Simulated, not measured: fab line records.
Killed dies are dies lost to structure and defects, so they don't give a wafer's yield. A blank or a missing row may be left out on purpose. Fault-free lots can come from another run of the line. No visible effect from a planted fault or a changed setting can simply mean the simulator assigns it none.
Chamber matching ; flow nand harc ; 4 sister chambers for NHARC_A_CONTACT_DESCUM_13 on rie diel-09
The step chemistry O2, time 3 s. 4 wafers are shown with their chamber, then 7 later ones without.

== EACH WAFER AND ITS CHAMBER ==
wafer;chamber;drypump motor current A (A)
L084.5;0;5.7
L085.3;1;5.5
L091.1;2;6.0
L091.4;3;6.1

== WAFERS WITH NO CHAMBER GIVEN ==
wafer;drypump motor current A (A)
L091.5;6.1
L095.1;5.7
L095.2;6.0
L095.4;5.5
L097.3;5.8
L097.5;5.5
L097.6;5.8

== WHICH CHAMBER EACH WENT THROUGH ==
wafer;from the rows above;in truth
L091.5;can't be placed: 3 or 2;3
L095.1;0;0
L095.2;can't be placed: 2 or 3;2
L095.4;1;1
L097.3;can't be placed: 0 or 2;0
L097.5;1;1
L097.6;can't be placed: 0 or 2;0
3 of 7 placed correctly. These rows do not allow placing 4 (true chamber among the candidates in 4). Wrongly placed: 0.
How it was worked out, from the rows above alone: a wafer's distance from a chamber is the root of the sum, over the readings, of the square of ((its reading less the chamber's mean) divided by the reading's scatter). If the next closest chamber is less than 2 further off than the closest, the wafer can't be placed; otherwise it belongs to the closest. Each chamber's mean is taken over the wafers shown for it. The scatter (one wafer shown for each chamber): square how far every hidden wafer sits from the nearest shown wafer, average those squares and take the square root.
